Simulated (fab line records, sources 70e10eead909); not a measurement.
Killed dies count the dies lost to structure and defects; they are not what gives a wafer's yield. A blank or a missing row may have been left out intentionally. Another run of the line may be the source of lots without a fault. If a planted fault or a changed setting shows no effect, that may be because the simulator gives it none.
Chamber matching | flow nand-harc | NHARC_A_CONTACT_DEP_29 on pecvd-03: 3 sister chambers
The step deposits SiON, target thk 100 nm. 3 wafers are shown with their chamber, then 7 later ones without.

WAFERS WITH THEIR CHAMBER
wafer  | chamber | heater-power-w (W)
L943.5 | 2       | 761
L953.1 | 0       | 680
L953.2 | 1       | 804

WAFERS WHOSE CHAMBER IS MISSING
wafer  | heater-power-w (W)
L953.4 | 697
L959.1 | 776
L959.3 | 723
L959.5 | 769
L960.3 | 787
L960.4 | 803
L960.5 | 815

WHICH CHAMBER EACH ONE RAN IN
wafer  | from the rows above     | in truth
L953.4 | 0                       | 0
L959.1 | can't be placed: 2 or 1 | 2
L959.3 | can't be placed: 2 or 0 | 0
L959.5 | can't be placed: 2 or 1 | 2
L960.3 | can't be placed: 1 or 2 | 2
L960.4 | 1                       | 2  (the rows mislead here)
L960.5 | 1                       | 1
2 of 7 placed correctly. These rows do not allow placing 4 (true chamber among the candidates in 4). Wrongly placed: 1.
How it was worked out, from the rows above alone: a wafer's distance from a chamber is the root of the sum, over the readings, of the square of ((its reading less the chamber's mean) divided by the reading's scatter). If the next closest chamber is less than 2 further off than the closest, the wafer can't be placed; otherwise it belongs to the closest. Each chamber's mean is taken over the wafers shown for it. The scatter: root of mean squared gap, hidden wafer to nearest shown wafer, with one shown wafer a chamber.
